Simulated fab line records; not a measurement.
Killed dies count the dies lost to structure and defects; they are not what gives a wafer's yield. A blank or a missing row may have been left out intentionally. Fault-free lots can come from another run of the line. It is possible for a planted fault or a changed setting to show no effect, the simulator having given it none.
fab line records	flow n5_finfet
record lots=7	wafers=21
route steps=1938 shown WELL_APT@21 FIN_SAQP@147 DUMMY_GATE@224 SD_EPI_P@301 HKMG_FIN@386
start_h: the number of hours between the record's first day and the start of the first shown wafer of the lot	wait_h: how many hours have passed since the lot's step before this one	" repeats the value in the row above	L1.1+2: one row covering several wafers at once	- value missing, or start not given	* or withheld: withheld	< > ~ a bound
route shown NAME@n: a module of which the file shows steps, and the number in the route of the first	usual: mean/standard deviation taken from wafers without a fault	same: alike in all rows	chamber/n: place in a boat	sites: per-site readings	_std_site: the standard deviation of these	_edge_site: outer sites' mean less inner sites'	radius_mm: for every site, how far away it sits from the centre of the wafer	mask NAME#n: copy n	behind: tool/chamber where the wafer was last shaped	hold: what put the lot on hold/how long, in hours/how the hold closed	device: transistor that didn't switch, given as n, p or np	end of line: tests run on the same wafers once the route is complete	for a step that has no rows: nothing shown but its recipe	killed: at the first sort, the dies lost to defects and structure; wafer yield is something else	map: shows each die of a wafer: x if killed, . if not, _ if none is there
set.NAME: the setting the step ran with; set.NAME@STEP: the setting that earlier step ran with	model.NAME: the simulator's own value behind a step, which no gauge read
lots whose settings were changed on purpose; a table a step, a row a wafer
## steps
# step N5_WELL_APT_COAT_02
# recipe spin_rpm=1357	resist_thk_nm=950
lot.wafer	tool	chamber	start_h	wait_h	set.spin_rpm	model.coat_of_WELL_APT_COAT_02.thk_nm
L074.3	litho_track-01	0	-	-	1218	1000
L074.4	"	0	"	"	1218	999.2
L074.6	"	0	"	"	1357	948.6
L077.1	litho_track-01	0	-	-	1357	950.4
L077.4	"	0	"	"	1357	951.9
L077.5	"	0	"	"	1357	947.9
L080.1	litho_track-05	0	-	-	1423	924.3
L080.4	"	0	"	"	1357	944.9
L080.5	"	0	"	"	1357	944.2
L081.1	litho_track-01	0	-	-	1357	950.8
L081.2	"	0	"	"	1503	901.2
L081.3	"	0	"	"	1503	902
L085.1	litho_track-03	0	-	-	1357	945.1
L085.4	"	0	"	"	1357	944
L085.6	"	0	"	"	1472	910.6
L093.2	litho_track-03	0	-	-	1357	947.4
L093.4	"	0	"	"	1357	947.7
L093.5	"	0	"	"	1357	946.9
L097.1	litho_track-05	0	-	-	1477	915.8
L097.2	"	0	"	"	1477	913.8
L097.6	"	0	"	"	1357	952.3
# step N5_WELL_APT_EBR_04
# recipe solvent=PGMEA	ebr_width_mm=1.5
# step N5_WELL_APT_SOFTBAKE_03
# recipe temp_c=130	time_s=60
# step N5_WELL_APT_DESCUM_13
# recipe chemistry=O2	time_s=7.9	source_power_w=50	bias_power_w=20	pressure_mtorr=20	rf_frequency_hz=2.712e+07	temp_c=40	o2_flow_sccm=225
lot.wafer	tool	chamber	start_h	wait_h	set.spin_rpm@WELL_APT_COAT_02	model.WELL_APT.cd_nm
L074.3	rie_diel-04	0	13.80	0.0	1218	198.6
L074.4	"	2	"	"	1218	199.6
L074.6	"	0	"	"	1357	202.1
L077.1+5	rie_diel-06	3,0	31.66	0.0	1357	202.9
L077.4	"	0	"	"	1357	202.2
L080.1	rie_diel-04	2	49.87	0.0	1423	202.3
L080.4	"	1	"	"	1357	199.7
L080.5	"	1	"	"	1357	200.4
L081.1	rie_diel-02	3	55.77	0.0	1357	201.5
L081.2	"	2	"	"	1503	203.5
L081.3	"	0	"	"	1503	202.7
L085.1	rie_diel-06	2	79.89	0.1	1357	201.5
L085.4	"	3	"	"	1357	200.8
L085.6	"	1	"	"	1472	203.8
L093.2	rie_diel-04	0	127.89	0.0	1357	202.3
L093.4	"	3	"	"	1357	201.3
L093.5	"	3	"	"	1357	201.1
L097.1	rie_diel-06	3	151.77	0.0	1477	202.3
L097.2	"	0	"	"	1477	201.6
L097.6	"	1	"	"	1357	200.2
# step N5_WELL_APT_EXPOSE_22
# recipe mask_id=PWELL	na=0.8	source_shape=conventional	sigma_outer=0.8	polarization=unpolarized	defocus_nm=0	target_cd_nm=200	dose_mj=23.2
lot.wafer	tool	chamber	start_h	wait_h	mask	set.dose_mj
L074.3+6	krf_scanner-01	0	14.69	-	PWELL#0	23.2
L074.4	"	0	"	"	PWELL#0	24.07
L077.1+5	krf_scanner-01	0	32.52	-	PWELL#0	22.13
L077.4	"	0	"	"	PWELL#0	23.2
L080.1+4+5	krf_scanner-02	0	50.73	-	PWELL#0	23.2
L081.1+3	krf_scanner-02	0	56.65	-	PWELL#0	24.9
L081.2	"	0	"	"	PWELL#0	23.2
L085.1+4+6	krf_scanner-01	0	80.77	-	PWELL#0	23.2
L093.2+4+5	krf_scanner-01	0	128.90	-	PWELL#0	23.2
L097.1+6	krf_scanner-02	0	152.63	-	PWELL#0	23.2
L097.2	"	0	"	"	PWELL#0	21.51
# step N5_WELL_APT_PEB_23
# recipe peb_temp_c=130	peb_time_s=90
lot.wafer	tool	chamber	start_h	wait_h	set.peb_temp_c
L074.3	litho_track-03	0	14.74	0.0	130
L074.4+6	"	0	"	"	128.9
L077.1	litho_track-01	0	32.57	0.1	132.5
L077.4+5	"	0	"	"	130
L080.1+4	litho_track-01	0	50.79	0.1	130
L080.5	"	0	"	"	127.2
L081.1	litho_track-03	0	56.70	0.1	130
L081.2+3	"	0	"	"	132.1
L085.1+4+6	litho_track-05	0	80.82	0.1	130
L093.2+4+5	litho_track-03	0	128.95	0.0	130
L097.1+6	litho_track-03	0	152.69	0.1	128.5
L097.2	"	0	"	"	130
# step N5_WELL_APT_DEVELOP_24
# recipe develop_time_s=45	rinse_liquid=surfactant_rinse	dry=air_spin	dev_temp_c=21
# step N5_WELL_APT_HARDBAKE_29
# recipe temp_c=130	time_s=120
# step N5_WELL_APT_CD_MEAS_25
# recipe target_cd_nm=200	landing_energy_ev=500	detector=se_inlens
# usual cd_nm=200.5/1.4
lot.wafer	tool	chamber	start_h	wait_h	set.dose_mj@WELL_APT_EXPOSE_22	set.peb_temp_c@WELL_APT_PEB_23	cd_nm
L074.3	cd_sem-03	0	14.86	-	23.2	130	202.0
L074.4	"	0	"	"	24.07	128.9	203.0
L074.6	"	0	"	"	23.2	128.9	197.1
L077.1	cd_sem-01	0	32.69	-	22.13	132.5	205.2
L077.4	"	0	"	"	23.2	130	199.5
L077.5	"	0	"	"	22.13	130	193.2
L080.1	cd_sem-01	0	50.90	-	23.2	130	200.4
L080.4	"	0	"	"	23.2	130	200.8
L080.5	"	0	"	"	23.2	127.2	183.2
L081.1	cd_sem-01	0	56.82	-	24.9	130	214.8
L081.2	"	0	"	"	23.2	132.1	211.2
L081.3	"	0	"	"	24.9	132.1	222.9
L085.1	cd_sem-01	0	80.94	-	23.2	130	200.0
L085.4	"	0	"	"	23.2	130	198.4
L085.6	"	0	"	"	23.2	130	198.9
L093.2	cd_sem-03	0	129.06	-	23.2	130	200.7
L093.4	"	0	"	"	23.2	130	199.7
L093.5	"	0	"	"	23.2	130	201.0
L097.1	cd_sem-02	0	152.81	-	23.2	128.5	191.1
L097.2	"	0	"	"	21.51	130	185.7
L097.6	"	0	"	"	23.2	128.5	190.9
# step N5_WELL_APT_DESCUM_30
# recipe chemistry=O2	time_s=7.9	source_power_w=50	bias_power_w=20	pressure_mtorr=20	rf_frequency_hz=2.712e+07	temp_c=40	o2_flow_sccm=225
lot.wafer	tool	chamber	start_h	wait_h	set.dose_mj@WELL_APT_EXPOSE_22	set.peb_temp_c@WELL_APT_PEB_23	model.WELL_APT.cd_nm
L074.3	rie_diel-02	1	14.94	0.0	23.2	130	201.8
L074.4	"	3	"	"	24.07	128.9	202.8
L074.6	"	3	"	"	23.2	128.9	197.2
L077.1	rie_diel-06	2	32.78	0.0	22.13	132.5	204.9
L077.4	"	1	"	"	23.2	130	199.4
L077.5	"	3	"	"	22.13	130	192.8
L080.1	rie_diel-06	0	50.99	0.0	23.2	130	200.4
L080.4	"	3	"	"	23.2	130	200.8
L080.5	"	0	"	"	23.2	127.2	183.2
L081.1	rie_diel-02	1	56.98	0.1	24.9	130	214.9
L081.2	"	0	"	"	23.2	132.1	211.2
L081.3	"	3	"	"	24.9	132.1	222.9
L085.1	rie_diel-04	2	81.03	0.0	23.2	130	200
L085.4	"	1	"	"	23.2	130	198.4
L085.6	"	2	"	"	23.2	130	199
L093.2	rie_diel-06	3	129.15	0.0	23.2	130	200.7
L093.4	"	2	"	"	23.2	130	199.6
L093.5	"	3	"	"	23.2	130	201
L097.1	rie_diel-02	2	152.89	0.0	23.2	128.5	191
L097.2	"	1	"	"	21.51	130	186.1
L097.6	"	3	"	"	23.2	128.5	190.6
# step N5_FIN_SAQP_FIN_ETCH_36
# recipe chemistry=HBr/Cl2/O2	target_depth_a=1200	mask_material=SiNx	time_s=50.4	bias_w=102	pressure_mtorr=10	icp_w=800	HBr_flow_sccm=150	Cl2_flow_sccm=80	O2_flow_sccm=12
lot.wafer	tool	chamber	start_h	wait_h	set.icp_w	model.FIN_SAQP.feature_depth_nm	model.etch.depth_nm
L074.3	rie_si-02	1	26.38	0.0	800	119.8	119.9
L074.4	"	2	"	"	800	119.6	119.6
L074.6	"	3	"	"	800	118.2	118.1
L077.1	rie_si-03	0	44.80	0.0	800	117	117
L077.4	"	3	"	"	695.4	110	110
L077.5	"	0	"	"	800	118	118.1
L080.1	rie_si-03	2	61.66	0.0	800	120.4	120.4
L080.4	"	1	"	"	800	121.4	121.4
L080.5	"	0	"	"	800	118.2	118.3
L081.1	rie_si-02	1	68.00	0.0	800	117.6	117.6
L081.2	"	3	"	"	800	116.6	116.7
L081.3	"	0	"	"	800	118.2	118.3
L085.1	rie_si-02	2	94.92	0.0	800	120	119.9
L085.4	"	0	"	"	800	118.6	118.6
L085.6	"	2	"	"	800	121	121
L093.2	rie_si-04	0	140.19	0.0	800	119.2	119.3
L093.4	"	3	"	"	800	120.2	120.3
L093.5	"	0	"	"	800	120.2	120.1
L097.1	rie_si-04	0	163.95	0.0	800	119.4	119.4
L097.2	"	1	"	"	700.3	112.8	112.8
L097.6	"	1	"	"	700.3	112.6	112.7
# step N5_FIN_SAQP_PRECLEAN_38
# recipe chemistry=O3/DIW	time_s=45	temp_c=22	o3_ppm=10
# step N5_FIN_SAQP_PRECLEAN_45
# recipe chemistry=dHF	time_s=10	dilution=500:1	temp_c=25
# step N5_FIN_SAQP_SRD_39
# recipe dry=ipa_marangoni	time_s=30	temp_c=23	rinse_liquid=diw
# step N5_FIN_SAQP_OCD_MEAS_76
# usual trench_depth_nm=119.4/1.2
lot.wafer	tool	chamber	start_h	wait_h	set.icp_w@FIN_SAQP_FIN_ETCH_36	trench_depth_nm
L074.3	ocd-02	-	26.60	0.0	800	120.3
L074.4	"	-	"	"	800	120.1
L074.6	"	-	"	"	800	118.3
L077.1	ocd-02	-	45.02	0.0	800	117.3
L077.4	"	-	"	"	695.4	110.2
L077.5	"	-	"	"	800	117.8
L080.1	ocd-02	-	61.87	0.0	800	120.6
L080.4	"	-	"	"	800	121.7
L080.5	"	-	"	"	800	118.6
L081.1	ocd-02	-	68.22	0.0	800	117.3
L081.2	"	-	"	"	800	116.9
L081.3	"	-	"	"	800	118.3
L085.1	ocd-01	-	95.15	0.0	800	119.8
L085.4	"	-	"	"	800	119.1
L085.6	"	-	"	"	800	120.2
L093.2	ocd-02	-	140.47	0.0	800	119.5
L093.4	"	-	"	"	800	119.7
L093.5	"	-	"	"	800	120.1
L097.1	ocd-02	-	164.17	0.0	800	119.3
L097.2	"	-	"	"	700.3	112.9
L097.6	"	-	"	"	700.3	113.1
# step N5_DUMMY_GATE_COAT_28
# recipe resist=underlayer	temp_c=205	time_s=60	spin_rpm=1500	resist_thk_nm=10
lot.wafer	tool	chamber	start_h	wait_h	set.spin_rpm	model.underlayer_of_DUMMY_GATE_COAT_28.thk_nm
L074.3+6	litho_track-02	0	-	-	1500	10
L074.4	"	0	"	"	1408	10.4
L077.1	litho_track-02	0	-	-	1347	10.6
L077.4+5	"	0	"	"	1500	10
L080.1+4+5	litho_track-02	0	-	-	1500	10
L081.1+2+3	litho_track-01	0	-	-	1500	10
L085.1+4+6	litho_track-02	0	-	-	1500	10
L093.2+4+5	litho_track-02	0	-	-	1500	10
L097.1	litho_track-04	0	-	-	1500	10
L097.2	"	0	"	"	1585	9.6
L097.6	"	0	"	"	1585	9.8
# step N5_SD_EPI_P_PEB_07
# recipe peb_temp_c=110	peb_time_s=60	resist=CAR-ArF-block
lot.wafer	tool	chamber	start_h	wait_h	set.peb_time_s
L074.3+6	litho_track-04	0	54.30	0.0	60
L074.4	"	0	"	"	51.04
L077.1	litho_track-02	0	71.51	0.1	49.8
L077.4+5	"	0	"	"	60
L080.1+4	litho_track-05	0	87.69	0.1	49.54
L080.5	"	0	"	"	60
L081.1+2+3	litho_track-04	0	94.56	0.1	69.24
L085.1+4	litho_track-04	0	124.61	0.1	71.88
L085.6	"	0	"	"	60
L093.2+4+5	litho_track-05	0	167.07	0.0	60
L097.1+2+6	litho_track-05	0	189.68	0.1	60
# step N5_SD_EPI_P_DEVELOP_08
# recipe develop_time_s=30	developer=TMAH	resist=CAR-ArF-block	dev_temp_c=23	rinse_liquid=diw	dry=air_spin
lot.wafer	tool	chamber	start_h	wait_h	set.develop_time_s
L074.3+4	litho_track-04	0	-	-	30
L074.6	"	0	"	"	33.87
L077.1	litho_track-02	0	-	-	30
L077.4+5	"	0	"	"	34.15
L080.1+5	litho_track-05	0	-	-	30
L080.4	"	0	"	"	32.35
L081.1	litho_track-04	0	-	-	36.06
L081.2+3	"	0	"	"	30
L085.1+6	litho_track-04	0	-	-	30
L085.4	"	0	"	"	33.29
L093.2+4+5	litho_track-05	0	-	-	30
L097.1+2	litho_track-05	0	-	-	25.67
L097.6	"	0	"	"	30
# step N5_SD_EPI_P_CD_MEAS_09
# recipe target_cd_nm=240	landing_energy_ev=500	detector=se_inlens
# usual cd_nm=240.0/0.74
lot.wafer	tool	chamber	start_h	wait_h	set.peb_time_s@SD_EPI_P_PEB_07	cd_nm
L074.3	cd_sem-01	0	54.36	-	60	241.0
L074.4	"	0	"	"	51.04	234.3
L074.6	"	0	"	"	60	241.6
L077.1	cd_sem-01	0	71.58	-	49.8	232.4
L077.4	"	0	"	"	60	240.4
L077.5	"	0	"	"	60	240.8
L080.1	cd_sem-01	0	87.76	-	49.54	233.6
L080.4	"	0	"	"	49.54	233.7
L080.5	"	0	"	"	60	240.4
L081.1	cd_sem-03	0	94.63	-	69.24	246.2
L081.2	"	0	"	"	69.24	245.0
L081.3	"	0	"	"	69.24	244.7
L085.1	cd_sem-03	0	124.67	-	71.88	246.7
L085.4	"	0	"	"	71.88	247.5
L085.6	"	0	"	"	60	240.1
L093.2	cd_sem-03	0	167.14	-	60	239.3
L093.4	"	0	"	"	60	239.4
L093.5	"	0	"	"	60	239.5
L097.1	cd_sem-03	0	189.75	-	60	240.2
L097.2	"	0	"	"	60	238.8
L097.6	"	0	"	"	60	241.4
# step N5_SD_EPI_P_DESCUM_14
# recipe chemistry=O2	time_s=7.9	source_power_w=50	bias_power_w=20	pressure_mtorr=20	rf_frequency_hz=2.712e+07	temp_c=40	resist=CAR-ArF-block	o2_flow_sccm=225
lot.wafer	tool	chamber	start_h	wait_h	set.peb_time_s@SD_EPI_P_PEB_07	model.SD_EPI_P.cd_nm
L074.3	rie_diel-03	1	54.45	0.0	60	241
L074.4	"	0	"	"	51.04	234.2
L074.6	"	3	"	"	60	241.6
L077.1	rie_diel-01	3	71.67	0.0	49.8	232.4
L077.4	"	0	"	"	60	240.2
L077.5	"	3	"	"	60	240.8
L080.1	rie_diel-01	2	87.92	0.1	49.54	233.8
L080.4	"	3	"	"	49.54	234
L080.5	"	2	"	"	60	240.2
L081.1	rie_diel-05	1	94.72	0.0	69.24	246.2
L081.2	"	0	"	"	69.24	244.8
L081.3	"	2	"	"	69.24	244.6
L085.1	rie_diel-01	2	124.76	0.0	71.88	246.6
L085.4	"	1	"	"	71.88	247.4
L085.6	"	3	"	"	60	240.2
L093.2	rie_diel-05	1	167.33	0.1	60	239.6
L093.4	"	0	"	"	60	239.4
L093.5	"	1	"	"	60	239.8
L097.1	rie_diel-03	0	189.84	0.0	60	240.4
L097.2	"	1	"	"	60	239.2
L097.6	"	3	"	"	60	241.4
# step N5_SD_EPI_P_ETCH_36
# recipe chemistry=CF4	target=SiARC	target_depth_a=455	mask_material=CAR-ArF-block	time_s=75.8	ion_energy_ev=80	pressure_mtorr=40	source_w=545	bias_w=36	Ar_flow_sccm=100	cf4_flow_sccm=100	ends=cleared
lot.wafer	tool	chamber	start_h	wait_h	set.peb_time_s@SD_EPI_P_PEB_07	model.SD_EPI_P.cd_nm
L074.3	rie_diel-03	1	54.48	0.0	60	240.8
L074.4	"	0	"	"	51.04	234
L074.6	"	3	"	"	60	241.6
L077.1	rie_diel-01	3	71.70	0.0	49.8	232.6
L077.4	"	0	"	"	60	240.2
L077.5	"	3	"	"	60	241
L080.1	rie_diel-01	2	87.96	0.0	49.54	233.8
L080.4	"	3	"	"	49.54	234.2
L080.5	"	2	"	"	60	240.4
L081.1	rie_diel-05	1	94.75	0.0	69.24	246.2
L081.2+3	"	0,2	"	"	69.24	244.8
L085.1	rie_diel-01	2	124.80	0.0	71.88	246.4
L085.4	"	1	"	"	71.88	247.2
L085.6	"	3	"	"	60	240
L093.2	rie_diel-05	1	167.36	0.0	60	239.6
L093.4	"	0	"	"	60	239.4
L093.5	"	1	"	"	60	239.8
L097.1	rie_diel-03	0	189.87	0.0	60	240.4
L097.2	"	1	"	"	60	239.2
L097.6	"	3	"	"	60	241.4
# step N5_SD_EPI_P_ETCH_37
# recipe chemistry=N2/H2	target=SOC	overetch_a=1080	mask_material=SiARC	temp_c=40	ion_energy_ev=100	source_w=3000	bias_w=133	pressure_mtorr=20	time_s=486	n2_flow_sccm=200	h2_flow_sccm=200	ends=end_point
lot.wafer	tool	chamber	start_h	wait_h	set.peb_time_s@SD_EPI_P_PEB_07	model.SD_EPI_P.cd_nm
L074.3	rie_diel-03	1	54.54	0.0	60	239.4
L074.4	"	0	"	"	51.04	232.8
L074.6	"	3	"	"	60	241.4
L077.1	rie_diel-01	3	71.76	0.0	49.8	233
L077.4	"	0	"	"	60	240
L077.5	"	3	"	"	60	240.6
L080.1+4	rie_diel-01	2,3	88.01	0.0	49.54	233.6
L080.5	"	2	"	"	60	240.8
L081.1	rie_diel-05	0	94.81	0.0	69.24	246.4
L081.2	"	1	"	"	69.24	245.2
L081.3	"	2	"	"	69.24	244.2
L085.1	rie_diel-01	2	124.85	0.0	71.88	247
L085.4	"	1	"	"	71.88	248
L085.6	"	3	"	"	60	240.2
L093.2+4	rie_diel-05	1,0	167.42	0.0	60	239
L093.5	"	1	"	"	60	239.2
L097.1+2	rie_diel-03	0,1	189.93	0.0	60	240
L097.6	"	3	"	"	60	240.6
# step N5_HKMG_FIN_HK_ALD_01
# recipe material=HfO2	target_thk_a=16	temp_c=withheld	ald_precursor_family=HfCl4	ald_co_reactant=H2O	pulse_time_s=3	purge_time_s=3	co_reactant_purge_time_s=2.5	co_reactant_pulse_time_s=0.3	ald_cycles=30
lot.wafer	tool	chamber	start_h	wait_h	set.ald_cycles
L074.3+4+6	ald_hk-02	0,2,3	70.94	0.0	30
L077.1+5	ald_hk-02	2,3	89.83	0.0	30
L077.4	"	3	"	"	34
L080.1	ald_hk-01	2	105.43	0.0	30
L080.4+5	"	0,2	"	"	26
L081.1+3	ald_hk-03	2,1	111.51	0.0	34
L081.2	"	3	"	"	30
L085.1+4	ald_hk-02	3,0	141.19	0.0	29
L085.6	"	3	"	"	30
L093.2+4+5	ald_hk-01	0,2,2	183.15	0.1	30
L097.1+6	ald_hk-01	3,1	208.17	0.0	33
L097.2	"	2	"	"	30
# step N5_HKMG_FIN_HK_ANNEAL_02
# recipe temp_c=700	time_s=30	ambient=N2	idle_temp_c=600	ramp_up_c_per_s=150	ramp_down_c_per_s=60	cool_to_c=600
# step N5_HKMG_FIN_ALD_74
# recipe material=La2O3	target_thk_a=5	temp_c=250	ald_precursor_family=La-Cp	ald_co_reactant=O3	pulse_time_s=6	co_reactant_pulse_time_s=1	purge_time_s=3	co_reactant_purge_time_s=3
# step N5_HKMG_FIN_WET_ETCH_82
# recipe chemistry=dHCl	mix=1:10000	temp_c=25	target=La2O3	stop_on=HfO2	target_depth_nm=2	dry=ipa_marangoni	rinse_time_s=30	rinse_temp_c=23
# step N5_HKMG_FIN_ALD_36
# recipe material=TiN	target_thk_a=10	temp_c=400	ald_precursor_family=TiCl4	ald_co_reactant=NH3	pulse_time_s=1	purge_time_s=3	co_reactant_purge_time_s=2	co_reactant_pulse_time_s=2	ald_cycles=47	pressure_torr=3
# step N5_HKMG_FIN_THK_MEAS_70
# recipe thk_meas_gauge=xrf	reads=HfO2_of_HKMG_FIN_HK_ALD_01
# usual HK_THK=1.610/0.02
lot.wafer	tool	chamber	start_h	wait_h	set.ald_cycles@HKMG_FIN_HK_ALD_01	HK_THK[nm]
L074.3	film_metro-02	-	74.38	0.2	30	1.581
L074.4	"	-	"	"	30	1.603
L074.6	"	-	"	"	30	1.573
L077.1	film_metro-01	-	93.52	0.2	30	1.596
L077.4	"	-	"	"	34	1.807
L077.5	"	-	"	"	30	1.592
L080.1	film_metro-02	-	108.88	0.2	30	1.581
L080.4	"	-	"	"	26	1.389
L080.5	"	-	"	"	26	1.395
L081.1	film_metro-01	-	115.38	0.2	34	1.830
L081.2	"	-	"	"	30	1.606
L081.3	"	-	"	"	34	1.825
L085.1	film_metro-02	-	144.71	0.2	29	1.555
L085.4	"	-	"	"	29	1.551
L085.6	"	-	"	"	30	1.610
L093.2	film_metro-02	-	186.75	0.2	30	1.669
L093.4	"	-	"	"	30	1.610
L093.5	"	-	"	"	30	1.622
L097.1	film_metro-01	-	211.67	0.2	33	1.768
L097.2	"	-	"	"	30	1.619
L097.6	"	-	"	"	33	1.767
# step N5_HKMG_FIN_COAT_66
# recipe resist=SOC	temp_c=250	time_s=60	spin_rpm=1500	resist_thk_nm=300
lot.wafer	tool	chamber	start_h	wait_h	set.spin_rpm	model.SOC_of_HKMG_FIN_COAT_66.thk_nm
L074.3	litho_track-04	0	77.75	0.2	1500	301.2
L074.4	"	0	"	"	1500	300
L074.6	"	0	"	"	1500	300.6
L077.1	litho_track-05	0	96.83	0.2	1549	296
L077.4	"	0	"	"	1549	294.2
L077.5	"	0	"	"	1549	295
L080.1	litho_track-05	0	112.85	0.2	1408	310
L080.4	"	0	"	"	1500	300
L080.5	"	0	"	"	1500	299.4
L081.1	litho_track-04	0	118.55	0.2	1500	301.6
L081.2	"	0	"	"	1500	299.2
L081.3	"	0	"	"	1500	301.2
L085.1	litho_track-04	0	148.08	0.2	1500	300.6
L085.4	"	0	"	"	1404	310.2
L085.6	"	0	"	"	1500	300.2
L093.2	litho_track-05	0	190.27	0.2	1500	301
L093.4	"	0	"	"	1500	300.4
L093.5	"	0	"	"	1500	300.6
L097.1	litho_track-05	0	215.52	0.2	1622	289.4
L097.2	"	0	"	"	1500	300.2
L097.6	"	0	"	"	1622	288.8
## key
split step=N5_WELL_APT_COAT_02	setting=spin_rpm	stated=1357	by=wafer
response step=N5_WELL_APT_COAT_02	reading=model.coat_of_WELL_APT_COAT_02.thk_nm	change=-4.5	per=1%	r=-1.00
response step=N5_WELL_APT_DESCUM_13	reading=model.WELL_APT.cd_nm	change=+0.245	per=1%	r=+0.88
split step=N5_WELL_APT_EXPOSE_22	setting=dose_mj	stated=23.2	by=wafer
response step=N5_WELL_APT_CD_MEAS_25	reading=cd_nm	slope=+1.75	per=1%	together_with=peb_temp_c@WELL_APT_PEB_23	explained=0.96
response step=N5_WELL_APT_DESCUM_30	reading=model.WELL_APT.cd_nm	slope=+1.72	per=1%	together_with=peb_temp_c@WELL_APT_PEB_23	explained=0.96
split step=N5_WELL_APT_PEB_23	setting=peb_temp_c	stated=130	by=wafer
response step=N5_WELL_APT_CD_MEAS_25	reading=cd_nm	slope=+6.89	per=1%	together_with=dose_mj@WELL_APT_EXPOSE_22	explained=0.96
response step=N5_WELL_APT_DESCUM_30	reading=model.WELL_APT.cd_nm	slope=+6.87	per=1%	together_with=dose_mj@WELL_APT_EXPOSE_22	explained=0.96
split step=N5_FIN_SAQP_FIN_ETCH_36	setting=icp_w	stated=800	by=wafer
response step=N5_FIN_SAQP_FIN_ETCH_36	reading=model.FIN_SAQP.feature_depth_nm	change=+0.556	per=1%	r=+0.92
response step=N5_FIN_SAQP_FIN_ETCH_36	reading=model.etch.depth_nm	change=+0.555	per=1%	r=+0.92
response step=N5_FIN_SAQP_OCD_MEAS_76	reading=trench_depth_nm	change=+0.536	per=1%	r=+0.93
split step=N5_DUMMY_GATE_COAT_28	setting=spin_rpm	stated=1500	by=wafer
response step=N5_DUMMY_GATE_COAT_28	reading=model.underlayer_of_DUMMY_GATE_COAT_28.thk_nm	change=-0.0591	per=1%	r=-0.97
split step=N5_SD_EPI_P_PEB_07	setting=peb_time_s	stated=60	by=wafer
response step=N5_SD_EPI_P_CD_MEAS_09	reading=cd_nm	change=+0.415	per=1%	r=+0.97
response step=N5_SD_EPI_P_DESCUM_14	reading=model.SD_EPI_P.cd_nm	change=+0.404	per=1%	r=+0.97
response step=N5_SD_EPI_P_ETCH_36	reading=model.SD_EPI_P.cd_nm	change=+0.405	per=1%	r=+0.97
response step=N5_SD_EPI_P_ETCH_37	reading=model.SD_EPI_P.cd_nm	change=+0.42	per=1%	r=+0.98
split step=N5_SD_EPI_P_DEVELOP_08	setting=develop_time_s	stated=30	by=wafer
response none clear
split step=N5_HKMG_FIN_HK_ALD_01	setting=ald_cycles	stated=30	by=wafer
response step=N5_HKMG_FIN_THK_MEAS_70	reading=HK_THK	change=+0.0155	per=1%	r=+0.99
split step=N5_HKMG_FIN_COAT_66	setting=spin_rpm	stated=1500	by=wafer
response step=N5_HKMG_FIN_COAT_66	reading=model.SOC_of_HKMG_FIN_COAT_66.thk_nm	change=-1.49	per=1%	r=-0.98
